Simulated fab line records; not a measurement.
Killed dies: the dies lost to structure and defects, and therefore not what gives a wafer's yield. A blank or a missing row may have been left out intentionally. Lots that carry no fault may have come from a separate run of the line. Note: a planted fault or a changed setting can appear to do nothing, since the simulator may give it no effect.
Chamber matching    flow n5_finfet    N5_FIN_CUT_CUT_ETCH_15 on rie_si-06: 4 sister chambers
The step etches Si in HBr/Cl2/O2, target depth 100 nm, bt time 10 s, time 42.4 s. 4 wafers are shown with their chamber, then 10 later ones without.

WAFERS, EACH WITH ITS CHAMBER
wafer   chamber  throttle_valve_pct (%)
L082.6  3        37.10
L084.1  2        37.55
L085.2  0        36.90
L085.3  1        37.00

WAFERS WHOSE CHAMBER IS MISSING
wafer   throttle_valve_pct (%)
L085.6  36.91
L090.1  37.00
L090.3  37.10
L090.5  37.08
L091.2  37.00
L091.3  37.55
L091.4  36.90
L094.2  36.90
L094.5  36.90
L094.6  36.99

WHICH CHAMBER EACH ONE RAN IN
wafer   from the rows above  in truth
L085.6  0                    0
L090.1  1                    1
L090.3  3                    3
L090.5  3                    3
L091.2  1                    1
L091.3  2                    2
L091.4  0                    0
L094.2  0                    0
L094.5  0                    0
L094.6  1                    1
Correctly placed: 10 of 10. Can't be placed from these rows: 0. Wrongly placed: 0.
How it was worked out, from the rows above alone: a wafer's distance from a chamber is the root of the sum, over the readings, of the square of ((its reading less the chamber's mean) divided by the reading's scatter). If the next closest chamber is less than 2 further off than the closest, the wafer can't be placed; otherwise it belongs to the closest. The mean given for a chamber averages the wafers shown for that chamber. The scatter (one wafer shown for each chamber): square how far every hidden wafer sits from the nearest shown wafer, average those squares and take the square root.
